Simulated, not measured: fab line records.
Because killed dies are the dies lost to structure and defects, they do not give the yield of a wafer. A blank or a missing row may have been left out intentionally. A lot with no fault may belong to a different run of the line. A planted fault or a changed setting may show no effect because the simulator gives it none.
Problem report, 8D (eight disciplines) form, completed by code :: flow n5 finfet :: the parts of the form that need people (team, actions taken, sign-off) are left out

## 1. WHAT IS WRONG
barrier field endpoint s at N5_BEOL_M14_CMP_49 reads a mean of 9.0 s on 1 wafer of 1 lot; wafers without a fault read 11.3 s with a standard deviation of 0.42. Relative to the usual mean, that is a shift of -5.5 standard deviations.
The step: polishes, stops on SiO2, t overpolish 5.2 s, target thk 560 nm.
First observed at day 13 20:36: wafer L809.4, on cmp-03. The record has a number at this step for 30 wafers belonging to 10 lots. Rule for "out", or "out of limits": more than 4 standard deviations from the usual mean. The other wafers with a number count as sound.

## 2. WHAT IT IS, AND WHAT IT ISN'T
question: which readings at this step
is: barrier field endpoint s
is not: motor current A

question: which lots
is: L809
is not: L803, L805, L806, L807, L808, L811, L820, L822, L823

question: which wafers of those lots
is: L809.4
is not: L809.1, L809.5

question: read on which tools
is: cmp-03
is not: cmp-02

question: when
is: from day 13 20:36
is not: up to then (20 sound wafers); but 9 sound wafers of L820, L822, L823 came after

## 3. SUSPECTS, AND WHAT RULES EACH OUT
Counting: any tool at a process step up to the reading remains a suspect provided it ran every lot that is out. Sound lots after the first of them don't rule it out here, since some wafers of a struck lot are sound.
- rie diel-02 at N5_BEOL_M14_STRIP_37 (strips in O2): kept. L809, the lot that is out, went through it at day 13 19:19; up to then, the latest sound lot through it was L805 at day 12 02:05.
- rie diel-02 at N5_BEOL_M14_ETCH_38 (etches SiCN in CF4/N2, target depth 106.5 nm, time 120.6 s): kept. L809, the lot that is out, went through it at day 13 19:50; up to then, the latest sound lot through it was L805 at day 12 04:08. Because N5_BEOL_M14_ETCH_38 lacks a start for some lots, the hours and order of its lots are taken from N5_BEOL_M14_SPUTTER_43.
- pvd sputter-02 at N5_BEOL_M14_SPUTTER_43 (material TaN, target thk 15 nm, time 24.19 s): kept. L809, the lot that is out, went through it at day 13 19:50; up to then, the latest sound lot through it was L811 at day 13 16:53.
- cmp-03 at N5_BEOL_M14_CMP_49 (polishes, stops on SiO2, t overpolish 5.2 s, target thk 560 nm): kept. L809, the lot that is out, went through it at day 13 20:36; up to then, the latest sound lot through it was L811 at day 13 17:41. Out on those wafers are its own readings of barrier field endpoint s.
- Within rie diel-02 at N5_BEOL_M14_STRIP_37: the wafers that are out ran in chamber 2; their sound lot-mates ran in chambers 1, 3.
- Within rie diel-02 at N5_BEOL_M14_ETCH_38: the wafers that are out ran in chamber 2; their sound lot-mates ran in chambers 1, 3.
Left after counting: rie diel-02 at N5_BEOL_M14_STRIP_37, rie diel-02 at N5_BEOL_M14_ETCH_38, pvd sputter-02 at N5_BEOL_M14_SPUTTER_43, cmp-03 at N5_BEOL_M14_CMP_49.

## 4. THE CAUSE (what the simulator had put in)
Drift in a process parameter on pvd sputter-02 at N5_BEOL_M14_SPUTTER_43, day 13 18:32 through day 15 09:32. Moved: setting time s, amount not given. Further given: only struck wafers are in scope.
4 suspects survive the count, and this tool is in that group.

## 5. THE EFFECT CHAIN, in route order
Each row: a reading where the mean over the struck wafers with a number is more than 3 standard deviations away from the usual. Scope: only readings with a usual standard deviation given in the record; hours: median across lots of the time from each lot's start at the first step in this table that gives one to its start at this step; sigmas: change in usual standard deviations.
hours: 0
step: N5_BEOL_M14_CMP_49
reading: barrier field endpoint s
usual: 11.3 s
on struck wafers: 9.0
change: -2.3
sigmas: -5.5
Here are the process steps it includes:
- N5_BEOL_M14_CMP_49: polishes, stops on SiO2, t overpolish 5.2 s, target thk 560 nm.
Later measuring or inspecting steps at which every struck wafer that the step has a row for has a number for every such reading, and none has moved that far: N5_BEOL_M14_THK_MEAS_50.

## 6. HOW IT WOULD HAVE BEEN CAUGHT EARLIER
First out-of-limits reading in this record: day 13 20:36, which is 2 hours after fault onset at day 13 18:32.
An alarm limit of 4 standard deviations would not have fired on the tool readings at N5_BEOL_M14_SPUTTER_43 for which the record gives a usual standard deviation, since none of them was out on any struck wafer.
The start of N5_BEOL_M14_SPUTTER_43 on pvd sputter-02 came by day 13 20:36 for every one of the lots that are out (1). A hold on the tool at that time would have spared none of them.
